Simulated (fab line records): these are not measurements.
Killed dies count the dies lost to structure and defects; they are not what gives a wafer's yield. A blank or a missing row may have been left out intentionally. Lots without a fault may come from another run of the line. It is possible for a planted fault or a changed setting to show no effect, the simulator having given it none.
A lot that was struck, set against a sound lot ; flow n5Finfet ; 15 out of 1938 route steps
Sound: wafers L436.1, L436.2, L436.3. Wafers L444.1, L444.2, L444.4 were the ones struck. The cause is named last.
Per side, at each step with rows, come the tool, then ch with its chambers, and then its first start. Under that, the readings that differ: sound wafers ; struck wafers ; difference of the means ; sigmas: that difference in standard deviations of wafers without a fault.
alike: a reading whose means differ by less than 2 such deviations, as well as words and numbers matching on both sides. not compared: withheld readings; readings where some wafer has no value; bounds like >300 that might hide an equal value; numbers whose values overlap and for which the record gives no deviation.
A row with sigmas, a row that says differs or no value, or rows on one side alone: a step with any of these is where the two part. When numbers do not overlap yet have no deviation, they are printed without sigmas and do not part them. Lack of a reading on every wafer of one side parts them only where that side has two or more wafers.

first, 11 steps without rows for these wafers: N5_FIN_CUT_DESCUM_13 (chemistry O2, time 7 s); N5_FIN_CUT_ETCH_30 (etches underlayer in N2/H2, target depth 13 nm, time 10.4 s); N5_FIN_CUT_ETCH_20 (etches SiARC in CF4, target depth 26 nm, time 43.3 s); N5_FIN_CUT_ETCH_21 (etches SOC in N2/H2, target depth 219 nm, overetch 43.8 nm, time 523.5 s); N5_FIN_CUT_STRIP_23 (strips in N2/H2); N5_FIN_CUT_STRIP_31 (strips in N2/H2); N5_FIN_CUT_STRIP_24 (strips in CF4); N5_FIN_CUT_CUT_ETCH_26 (etches SiNx in CH3F/O2, target depth 39 nm, time 55.7 s); N5_FIN_CUT_CUT_ETCH_27 (etches SiO2 in CHF3/O2, target depth 4 nm, overetch 2 nm, time 4.9 s); N5_FIN_CUT_PRECLEAN_35 (cleans in vHF, time 13.3 s); N5_FIN_CUT_CUT_ETCH_15 (etches Si in HBr/Cl2/O2, target depth 100 nm, bt time 10 s, time 42.4 s).
N5_FIN_CUT_CUT_ETCH_28: etches Si in HBr/Cl2/O2, target depth 6 nm, time 2.4 s.
  sound on rieSi-02 ch 0,2,3, day 3 10:25; struck on rieSi-02 ch 0,2,3, day 5 11:50
  no value came back on the struck wafers for any of 6 readings (HBr_flow_sccm (sccm), O2_flow_sccm (sccm) and others); on the sound wafers HBr_flow_sccm (sccm) reads 150.4 150.6 148.7
reading;sound;struck;difference;sigmas
model.SOC_of_FIN_CUT_COAT_18.thkNm (nm);168.2 167.4 167.6;170.2 170.8 171;+2.9;
then, 1 step without rows for these wafers: N5_FIN_CUT_STRIP_22 (strips in N2/H2).
N5_BEOL_M4_RC_MEAS_101:
  the record has rows for the sound wafers here (prober-01 ch 0, day 9 03:22) and none for the struck ones
-- here the record skips 10 days between the struck wafers' starts before and after, leaving off in module BEOL_M4 and picking up in module PASSIVATION (first step shown: number 1936 of the route) --
N5_PASSIVATION_PROBE_49:
  sound: prober-01 at day 13 02:31; struck: prober-02 at day 15 09:18
reading;sound;struck;difference;sigmas
defectLimitedYield (%);90.7 88.9 90.4;0 0 0;-90;-64
killed_at_M4_up;8 11 5;24 20 27;+16;+3
killedAtFrontEnd;50 62 55;1119 1107 1103;+1054;+88
killedDies;110 131 113;1180 1180 1180;+1062;+66
killedOnRim;13 13 16;152 152 152;+138;+36
sort_bin_5_function (%);5.0 6.9 5.8;96.5 96.9 96.6;+90.8;+95
sortNPass;1070 1049 1067;0 0 0;-1062;-66
sortYieldPct (%);90.7 88.9 90.4;0 0 0;-90;-64
  alike: killed_at_M0_to_M3, killedAtContacts, killedAtOther, killedOpen, killedShort, sort_bin_6_memory

== WHERE THEY PART ==
At N5_FIN_CUT_CUT_ETCH_28 first; at N5_PASSIVATION_PROBE_49 last (within this record only).

WHY: what had been put in by the simulator
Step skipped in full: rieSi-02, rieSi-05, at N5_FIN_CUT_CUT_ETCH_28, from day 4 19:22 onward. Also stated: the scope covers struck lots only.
